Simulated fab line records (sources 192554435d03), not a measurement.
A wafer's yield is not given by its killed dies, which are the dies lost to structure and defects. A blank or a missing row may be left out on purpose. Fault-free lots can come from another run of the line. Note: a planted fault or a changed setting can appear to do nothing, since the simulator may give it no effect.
fab line records	flow n5-finfet
record lots=7	wafers=39
route steps=1938 shown PMOS_HMC_CHANNEL_EPI@57 GATE_CUT@490 MOL_CONTACT_COAG@579 BEOL_M0_CUTY@713 BEOL_M0@715 BEOL_M8@1371 BEOL_M9@1443
start-h: the number of hours between the record's first day and the start of the first shown wafer of the lot	wait-h: how many hours have passed since the lot's step before this one	" unchanged from the row above	L1.1+2: several wafers, shown together as one row	- no value, or no start given	* or withheld: withheld	< > ~ a bound
route shown NAME@n: names a module that has steps shown in the file, with the first one's number in the route	usual: the fault-free wafers' mean and standard deviation	same: alike in all rows	chamber/n: place in a boat	sites: each site's reading	_std_site: standard deviation of those values	_edge_site: outer sites' mean less inner sites'	radius-mm: how far each site lies from the wafer's centre	mask NAME#n: copy n	behind: the most recent tool/chamber to have shaped the wafer	hold: why the lot was held/for how many hours/how that ended	device: names the non-switching transistor (n, p or np)	end of line: tests of these same wafers at the route's end	where a step has no rows: the recipe by itself	killed: count of dies lost to structure and defects at first sort (not the wafer's yield)	map: a wafer's dies, marking killed ones x, the rest . and places with no die _
set.NAME: the setting as run; set.NAME@STEP: as run at that earlier step	model.NAME: the simulator's own value behind a step, which no gauge read
lots run with intentionally changed settings; tables by step, rows by wafer
## steps
# step N5_PMOS_HMC_CHANNEL_EPI_HM_DEP_34
# recipe material=SiO2	target-thk-a=360	temp-c=400	precursor=TEOS/O2	pressure-torr=6.5	rf-w=900	teos-flow-sccm=161.4	gas=O2	flow-sccm=2650	time-s=6.9
lot.wafer	tool	chamber	start-h	wait-h	set.time-s	model.SiO2_of_PMOS_HMC_CHANNEL_EPI_HM_DEP_34.thk-nm
L074.1	pecvd-02	1	17.38	0.0	3.224	17.95
L074.2	"	0	"	"	6.9	35.51
L074.3	"	2	"	"	3.224	18.1
L074.4	"	0	"	"	3.224	17.18
L074.5	"	1	"	"	6.9	36.92
L074.6	"	2	"	"	6.9	36.87
L081.1	pecvd-01	1	58.70	0.0	6.9	35.03
L081.2	"	2	"	"	6.9	34.84
L081.3	"	0	"	"	10.71	54.6
L081.4	"	1	"	"	6.9	35.68
L081.5	"	2	"	"	10.71	55.07
L081.6	"	0	"	"	10.71	55.4
L082.1	pecvd-01	2	64.75	0.0	6.9	35.67
L082.2	"	1	"	"	6.9	35.23
L082.3	"	0	"	"	6.9	36.41
L082.4	"	2	"	"	6.9	36.18
L082.5	"	0	"	"	6.9	37.2
L082.6	"	1	"	"	6.9	35.77
L083.1	pecvd-01	0	70.59	0.0	9.102	47.07
L083.2	"	1	"	"	9.102	46.25
L083.3	"	2	"	"	6.9	35.53
L083.4	"	0	"	"	6.9	37.39
L083.5	"	2	"	"	9.102	47.34
L083.6	"	1	"	"	6.9	35.83
L089.1	pecvd-04	2	106.70	0.0	6.9	36.23
L089.2	"	1	"	"	6.9	36
L089.3	"	0	"	"	6.9	35.62
L091.1	pecvd-04	1	119.47	0.0	6.9	36.08
L091.2	"	0	"	"	6.9	36.61
L091.3	"	2	"	"	6.9	36.04
L091.4	"	0	"	"	10.55	54.67
L091.5	"	1	"	"	10.55	55.01
L091.6	"	2	"	"	10.55	54.86
L095.1	pecvd-02	0	142.60	0.0	6.9	36.37
L095.2	"	1	"	"	6.9	36.2
L095.3	"	2	"	"	6.9	35.82
L095.4	"	0	"	"	6.9	36.53
L095.5	"	1	"	"	6.9	36.6
L095.6	"	2	"	"	6.9	36.21
# step N5_GATE_CUT_DESCUM_18
# recipe chemistry=O2	time-s=7	source-power-w=50	bias-power-w=20	pressure-mtorr=20	rf-frequency-hz=2.712e+07	temp-c=40	resist=CAR-EUV	o2-flow-sccm=225
lot.wafer	tool	chamber	start-h	wait-h	set.time-s	model.CAR-EUV_of_GATE_CUT_COAT_07.thk-nm
L074.1	rie-diel-03	2	84.63	0.1	7	26
L074.2+4	"	1	"	"	7	25.8
L074.3+6	"	0	"	"	9.468	24.6
L074.5	"	2	"	"	9.468	24.8
L081.1+3+5	rie-diel-05	2,1,2	125.61	0.0	7	26.2
L081.2+4+6	"	0,3,3	"	"	7	26
L082.1+3	rie-diel-01	1,2	133.31	0.2	7	26
L082.2	"	0	"	"	7	26.2
L082.4+5+6	"	3,2,3	"	"	4.424	27.4
L083.1	rie-diel-01	3	143.77	0.0	7	26.2
L083.2+4	"	0,2	"	"	7	26
L083.3+5+6	"	1,3,2	"	"	8.375	25.4
L089.1	rie-diel-05	3	174.77	0.0	7	25.8
L089.2	"	0	"	"	7	26
L089.3	"	2	"	"	7	26.2
L091.1+2+5+6	rie-diel-03	0,3,2,3	189.51	0.0	7	26
L091.3+4	"	1,2	"	"	7	26.2
L095.1+5	rie-diel-01	0,2	209.43	0.0	9.336	24.8
L095.2+3+4	"	2,3,1	"	"	7	25.8
L095.6	"	3	"	"	9.336	24.6
# step N5_GATE_CUT_ETCH_28
# recipe chemistry=N2/H2	target=underlayer	target-depth-a=130	mask-material=CAR-EUV	time-s=10.4	ion-energy-ev=200	pressure-mtorr=30	source-w=840	bias-w=150	n2-flow-sccm=200	h2-flow-sccm=200	ends=cleared
# step N5_GATE_CUT_ETCH_36
# recipe chemistry=CF4	target=SiARC	target-depth-a=130	mask-material=CAR-EUV	time-s=21.7	ion-energy-ev=80	pressure-mtorr=40	source-w=545	bias-w=36	Ar_flow_sccm=100	cf4-flow-sccm=100	ends=cleared
lot.wafer	tool	chamber	start-h	wait-h	set.time-s@GATE_CUT_DESCUM_18	model.CAR-EUV_of_GATE_CUT_COAT_07.thk-nm
L074.1	rie-diel-03	2	84.69	0.0	7	7
L074.2+4	"	1	"	"	7	6.8
L074.3	"	0	"	"	9.468	5.4
L074.5	"	2	"	"	9.468	5.8
L074.6	"	0	"	"	9.468	5.6
L081.1+5	rie-diel-05	2	125.67	0.0	7	7.2
L081.2+3+4+6	"	0,1,3,3	"	"	7	7
L082.1+3	rie-diel-01	1,2	133.36	0.0	7	7
L082.2	"	0	"	"	7	7.2
L082.4+6	"	3	"	"	4.424	8
L082.5	"	2	"	"	4.424	8.2
L083.1+4	rie-diel-01	3,2	143.82	0.0	7	7
L083.2	"	0	"	"	7	7.2
L083.3+6	"	1,2	"	"	8.375	6.4
L083.5	"	3	"	"	8.375	6.2
L089.1+2	rie-diel-05	3,0	174.82	0.0	7	6.8
L089.3	"	2	"	"	7	7.2
L091.1+2+6	rie-diel-03	0,3,3	189.56	0.0	7	6.8
L091.3+5	"	1,2	"	"	7	7
L091.4	"	2	"	"	7	7.2
L095.1+5	rie-diel-01	0,2	209.49	0.0	9.336	5.8
L095.2	"	2	"	"	7	6.8
L095.3+4	"	3,1	"	"	7	6.6
L095.6	"	3	"	"	9.336	5.4
# step N5_MOL_CONTACT_COAG_ALD_131
# recipe material=SiO2	target-thk-a=50	temp-c=100	ald-precursor-family=BDEAS	ald-co-reactant=O2-plasma	pulse-time-s=1	co-reactant-pulse-time-s=1	purge-time-s=2	co-reactant-purge-time-s=2	ald-cycles=35	pressure-torr=2
lot.wafer	tool	chamber	start-h	wait-h	set.ald-cycles	model.SiO2_of_MOL_CONTACT_COAG_ALD_131.thk-nm
L074.1+2+6	ald-sin-02	0,2,2	100.09	0.6	35	5
L074.3+4+5	"	1,3,1	"	"	49	7
L081.1+5+6	ald-sin-03	0,3,0	139.29	0.1	35	5
L081.2+3	"	1,3	"	"	51	7.2
L081.4	"	2	"	"	51	7.4
L082.1+3+5	ald-sin-03	0,3,1	151.60	0.1	35	5
L082.2+4	"	2,1	"	"	26	3.6
L082.6	"	2	"	"	26	3.8
L083.1+4+5	ald-sin-03	1,0,0	158.74	0.1	35	5
L083.2+3+6	"	3,2,1	"	"	18	2.6
L089.1+2+3	ald-sin-03	1,0,2	189.77	0.1	35	5
L091.1+2+6	ald-sin-03	0,1,3	205.50	0.3	35	5
L091.3+4+5	"	2,3,2	"	"	49	7
L095.1+2+3+4+5+6	ald-sin-02	1,0,3,2,2,3	224.04	0.1	35	5
# step N5_BEOL_M0_CUTY_ETCH_63
# recipe chemistry=N2/H2	target=SOC	target-depth-a=827	overetch-a=165	mask-material=SiARC	temp-c=40	ion-energy-ev=200	time-s=124	pressure-mtorr=30	source-w=840	bias-w=150	n2-flow-sccm=200	h2-flow-sccm=200
lot.wafer	tool	chamber	start-h	wait-h	set.time-s	model.SiO2_of_BEOL_M0_SAQP_SPACER2_ALD_26.thk-nm
L074.1+2+3	rie-diel-02	2,1,0	116.21	0.0	124	7.2
L074.4+6	"	3	"	"	124	6.8
L074.5	"	2	"	"	124	7
L081.1+4	rie-diel-06	3,0	154.38	0.0	124	7.2
L081.2	"	1	"	"	197.6	5
L081.3	"	0	"	"	197.6	5.4
L081.5	"	3	"	"	197.6	5.2
L081.6	"	1	"	"	124	7
L082.1+2+3+4	rie-diel-06	0,3,1,0	166.34	0.0	124	7
L082.5+6	"	1,3	"	"	124	6.8
L083.1+5	rie-diel-06	0,3	171.72	0.0	124	7.2
L083.2	"	1	"	"	144.2	6.4
L083.3+4	"	3,0	"	"	144.2	6.6
L083.6	"	1	"	"	124	7
L089.1+2+3	rie-diel-06	3,1,0	202.45	0.0	124	7
L091.1+4	rie-diel-04	0,2	219.96	0.0	124	7.2
L091.2	"	3	"	"	72.89	8.4
L091.3	"	1	"	"	72.89	8.8
L091.5	"	3	"	"	124	7
L091.6	"	2	"	"	72.89	8.6
L095.1+3+4	rie-diel-06	0,3,1	237.83	0.0	100.1	7.8
L095.2+5	"	2,1	"	"	124	7.2
L095.6	"	2	"	"	124	7.4
# step N5_BEOL_M0_CUTY_STRIP_64
# recipe chemistry=N2/H2	temp-c=40	n2-flow-sccm=200	h2-flow-sccm=200	rf-frequency-hz=6e+07
# step N5_BEOL_M0_ETCH_138
# recipe chemistry=CH3F/O2	target-depth-a=120	target=SiCN	time-s=31.6	ion-energy-ev=120	pressure-mtorr=30	source-w=395	bias-w=75	Ar_flow_sccm=150	CH3F_flow_sccm=30	O2_flow_sccm=20	ends=cleared
lot.wafer	tool	chamber	start-h	wait-h	set.time-s@BEOL_M0_CUTY_ETCH_63	model.SiO2_of_BEOL_M0_SAQP_SPACER2_ALD_26.thk-nm
L074.1	rie-diel-02	2	116.34	0.0	124	5.4
L074.2+3	"	1,0	"	"	124	5.2
L074.4	"	3	"	"	124	4.6
L074.5	"	2	"	"	124	5
L074.6	"	3	"	"	124	4.8
L081.1	rie-diel-06	3	154.50	0.0	124	5.2
L081.2	"	1	"	"	197.6	3
L081.3	"	0	"	"	197.6	3.4
L081.4	"	0	"	"	124	5.4
L081.5	"	3	"	"	197.6	3.2
L081.6	"	1	"	"	124	5
L082.1+2+4	rie-diel-06	0,3,0	166.46	0.0	124	5.2
L082.3+6	"	1,3	"	"	124	5
L082.5	"	1	"	"	124	4.8
L083.1	rie-diel-06	0	171.84	0.0	124	5.6
L083.2+3	"	1,3	"	"	144.2	4.6
L083.4	"	0	"	"	144.2	4.8
L083.5+6	"	3,1	"	"	124	5.2
L089.1+2	rie-diel-06	3,1	202.58	0.0	124	5
L089.3	"	0	"	"	124	5.2
L091.1+4	rie-diel-04	0,2	220.08	0.0	124	5.4
L091.2	"	3	"	"	72.89	6.6
L091.3+6	"	1,2	"	"	72.89	6.8
L091.5	"	3	"	"	124	5
L095.1	rie-diel-06	0	237.95	0.0	100.1	6
L095.2	"	2	"	"	124	5.4
L095.3+4	"	3,1	"	"	100.1	5.8
L095.5	"	1	"	"	124	5
L095.6	"	2	"	"	124	5.6
# step N5_BEOL_M0_HM_OPEN_105
# recipe chemistry=Cl2/BCl3	target-depth-a=120	target=TiN	ion-energy-ev=150	pressure-mtorr=10	icp-w=1000	bias-w=126	Cl2_flow_sccm=53.25	bcl3-flow-sccm=21.75	Ar_flow_sccm=25
lot.wafer	tool	chamber	start-h	wait-h	set.time-s@BEOL_M0_CUTY_ETCH_63	model.SiO2_of_BEOL_M0_SAQP_SPACER2_ALD_26.thk-nm
L074.1	rie-metal-03	1	116.86	0.5	124	3
L074.2+3+5	"	0,0,1	"	"	124	2.8
L074.4	"	1	"	"	124	2.2
L074.6	"	0	"	"	124	2.4
L081.1	rie-metal-01	1	154.60	0.1	124	2.8
L081.2+5	"	0	"	"	197.6	1.4
L081.3	"	0	"	"	197.6	1.6
L081.4	"	1	"	"	124	3
L081.6	"	1	"	"	124	2.6
L082.1	rie-metal-02	1	168.70	2.2	124	2.6
L082.2+4	"	0	"	"	124	2.8
L082.3+5+6	"	1,0,1	"	"	124	2.4
L083.1	rie-metal-01	0	173.23	1.3	124	3.2
L083.2+3	"	1,0	"	"	144.2	2.2
L083.4	"	1	"	"	144.2	2.4
L083.5+6	"	1,0	"	"	124	2.8
L089.1+2	rie-metal-03	1,0	204.97	2.4	124	2.6
L089.3	"	1	"	"	124	2.8
L091.1+4	rie-metal-01	1	226.24	6.1	124	3
L091.2	"	0	"	"	72.89	4.2
L091.3	"	0	"	"	72.89	4.6
L091.5	"	1	"	"	124	2.8
L091.6	"	0	"	"	72.89	4.4
L095.1	rie-metal-03	0	240.60	2.6	100.1	3.6
L095.2	"	1	"	"	124	3
L095.3+4	"	0,1	"	"	100.1	3.4
L095.5	"	0	"	"	124	2.6
L095.6	"	1	"	"	124	3.2
# step N5_BEOL_M8_ETCH_66
# recipe chemistry=N2/H2	target=SOC	target-depth-a=800	overetch-a=160	mask-material=SiARC	temp-c=40	time-s=120	ion-energy-ev=200	pressure-mtorr=30	source-w=840	bias-w=150	n2-flow-sccm=200	h2-flow-sccm=200
lot.wafer	tool	chamber	start-h	wait-h	set.target-depth-a	model.etch.depth-nm	model.SiARC_of_BEOL_M8_COAT_64.thk-nm
L074.1	rie-diel-04	3	202.32	0.0	800	60.17	6.2
L074.2	"	2	"	"	1117	60.14	5
L074.3	"	0	"	"	800	60.21	6.6
L074.4	"	1	"	"	800	59.88	6.4
L074.5	"	1	"	"	1117	60.14	4.6
L074.6	"	2	"	"	1117	60.15	5
L081.1	rie-diel-02	1	231.15	0.0	800	60.07	6.8
L081.2	"	2	"	"	321.7	46.1	9.4
L081.3	"	0	"	"	800	60.07	6.4
L081.4	"	3	"	"	321.7	49.81	9
L081.5	"	3	"	"	800	60.12	6.2
L081.6	"	2	"	"	321.7	46.58	9.4
L082.1	rie-diel-06	0	245.26	0.0	800	60.04	6.6
L082.2	"	3	"	"	345.8	49.95	9.2
L082.3	"	2	"	"	800	60.25	6.6
L082.4	"	1	"	"	800	60.18	6.2
L082.5	"	3	"	"	345.8	49.98	9
L082.6	"	2	"	"	345.8	48.12	9.2
L083.1	rie-diel-04	1	256.48	0.0	800	59.88	6.4
L083.2	"	0	"	"	800	59.86	6.6
L083.3	"	2	"	"	800	59.94	6.8
L083.4	"	3	"	"	1024	59.9	4.6
L083.5	"	1	"	"	1024	59.79	5
L083.6	"	2	"	"	1024	59.96	5.6
L089.1	rie-diel-04	2	300.21	0.0	800	60.21	6.8
L089.2	"	1	"	"	800	60.3	6.6
L089.3	"	3	"	"	800	60.26	6.2
L091.1	rie-diel-06	2	306.66	0.0	1229	60.12	4.4
L091.2	"	1	"	"	800	59.93	6.2
L091.3	"	0	"	"	1229	60.11	4.2
L091.4	"	3	"	"	800	60.18	6.4
L091.5	"	2	"	"	800	60.14	6.8
L091.6	"	3	"	"	1229	60.12	4
L095.1	rie-diel-04	2	337.38	0.0	800	60.22	6.8
L095.2	"	0	"	"	800	60.28	6.8
L095.3	"	3	"	"	800	60.37	6.4
L095.4	"	1	"	"	800	60.22	6.6
L095.5	"	2	"	"	800	60.43	6.8
L095.6	"	1	"	"	800	60.16	6.6
# step N5_BEOL_M9_VIA_ETCH_34
# recipe chemistry=C4F6/O2	target=SiCOH_lowk	target-depth-a=1824	mask-material=SOC	taper-deg=4	time-s=68.4	ion-energy-ev=250	pressure-mtorr=30	source-w=345	bias-w=185	Ar_flow_sccm=300	C4F6_flow_sccm=10	O2_flow_sccm=10
lot.wafer	tool	chamber	start-h	wait-h	set.target-depth-a	model.etch.depth-nm	model.SOC_of_BEOL_M9_COAT_63.thk-nm
L074.1	rie-diel-01	2	208.93	0.0	1824	184.3	51.4
L074.2	"	3	"	"	1824	174.5	51.6
L074.3	"	1	"	"	1304	128.3	54
L074.4	"	0	"	"	1304	127.4	53.8
L074.5	"	1	"	"	1824	179.9	51.4
L074.6	"	2	"	"	1304	132.9	53.8
L081.1	rie-diel-03	0	240.89	0.0	1824	182.9	51
L081.2	"	3	"	"	2797	289.6	46.2
L081.3	"	2	"	"	2797	282.6	45.6
L081.4	"	1	"	"	1824	184.6	51
L081.5	"	0	"	"	2797	281.6	46
L081.6	"	1	"	"	1824	184.8	51.2
L082.1	rie-diel-05	1	256.38	0.0	1022	98.34	55.6
L082.2	"	3	"	"	1824	191.6	50.8
L082.3	"	2	"	"	1022	101.6	55.4
L082.4	"	0	"	"	1824	182.7	51.2
L082.5	"	3	"	"	1824	192.7	50.8
L082.6	"	2	"	"	1022	101.9	55.2
L083.1	rie-diel-01	3	263.54	0.0	1518	144.1	53
L083.2	"	2	"	"	1518	154.2	52.8
L083.3	"	0	"	"	1824	177.4	51
L083.4	"	1	"	"	1824	186.5	51
L083.5	"	1	"	"	1518	155.7	52.6
L083.6	"	2	"	"	1824	180.4	51.4
L089.1	rie-diel-03	3	313.31	0.0	1824	191.6	50.6
L089.2	"	2	"	"	1824	183.9	50.6
L089.3	"	1	"	"	1824	186.2	51
L091.1	rie-diel-05	3	316.17	0.0	2113	219.3	49.2
L091.2	"	0	"	"	2113	215.8	49.2
L091.3	"	2	"	"	1824	179.9	51.2
L091.4	"	1	"	"	2113	198.9	50.4
L091.5	"	2	"	"	1824	180.4	51.4
L091.6	"	1	"	"	1824	171.2	51.6
L095.1	rie-diel-03	3	348.61	0.0	1824	190.5	50.6
L095.2	"	1	"	"	1824	185.1	51
L095.3	"	0	"	"	1413	144.7	52.8
L095.4	"	1	"	"	1413	142.6	52.8
L095.5	"	3	"	"	1413	146.9	53
L095.6	"	0	"	"	1824	187.3	50.6
## key
split step=N5_PMOS_HMC_CHANNEL_EPI_HM_DEP_34	setting=time-s	stated=6.9	by=wafer
response step=N5_PMOS_HMC_CHANNEL_EPI_HM_DEP_34	reading=model.SiO2_of_PMOS_HMC_CHANNEL_EPI_HM_DEP_34.thk-nm	change=+0.352	per=1%	r=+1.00
split step=N5_GATE_CUT_DESCUM_18	setting=time-s	stated=7	by=wafer
response step=N5_GATE_CUT_DESCUM_18	reading=model.CAR-EUV_of_GATE_CUT_COAT_07.thk-nm	change=-0.0342	per=1%	r=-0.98
response step=N5_GATE_CUT_ETCH_36	reading=model.CAR-EUV_of_GATE_CUT_COAT_07.thk-nm	change=-0.0315	per=1%	r=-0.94
split step=N5_MOL_CONTACT_COAG_ALD_131	setting=ald-cycles	stated=35	by=wafer
response step=N5_MOL_CONTACT_COAG_ALD_131	reading=model.SiO2_of_MOL_CONTACT_COAG_ALD_131.thk-nm	change=+0.0499	per=1%	r=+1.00
split step=N5_BEOL_M0_CUTY_ETCH_63	setting=time-s	stated=124	by=wafer
response step=N5_BEOL_M0_CUTY_ETCH_63	reading=model.SiO2_of_BEOL_M0_SAQP_SPACER2_ALD_26.thk-nm	change=-0.0333	per=1%	r=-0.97
response step=N5_BEOL_M0_ETCH_138	reading=model.SiO2_of_BEOL_M0_SAQP_SPACER2_ALD_26.thk-nm	change=-0.0342	per=1%	r=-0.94
response step=N5_BEOL_M0_HM_OPEN_105	reading=model.SiO2_of_BEOL_M0_SAQP_SPACER2_ALD_26.thk-nm	change=-0.0274	per=1%	r=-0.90
split step=N5_BEOL_M8_ETCH_66	setting=target-depth-a	stated=800	by=wafer
response step=N5_BEOL_M8_ETCH_66	reading=model.etch.depth-nm	shape=bent	at-lowest=47.5	at-stated=60.14	at-highest=60.12
response step=N5_BEOL_M8_ETCH_66	reading=model.SiARC_of_BEOL_M8_COAT_64.thk-nm	change=-0.0452	per=1%	r=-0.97
split step=N5_BEOL_M9_VIA_ETCH_34	setting=target-depth-a	stated=1824	by=wafer
response step=N5_BEOL_M9_VIA_ETCH_34	reading=model.etch.depth-nm	change=+1.91	per=1%	r=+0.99
response step=N5_BEOL_M9_VIA_ETCH_34	reading=model.SOC_of_BEOL_M9_COAT_63.thk-nm	change=-0.097	per=1%	r=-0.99
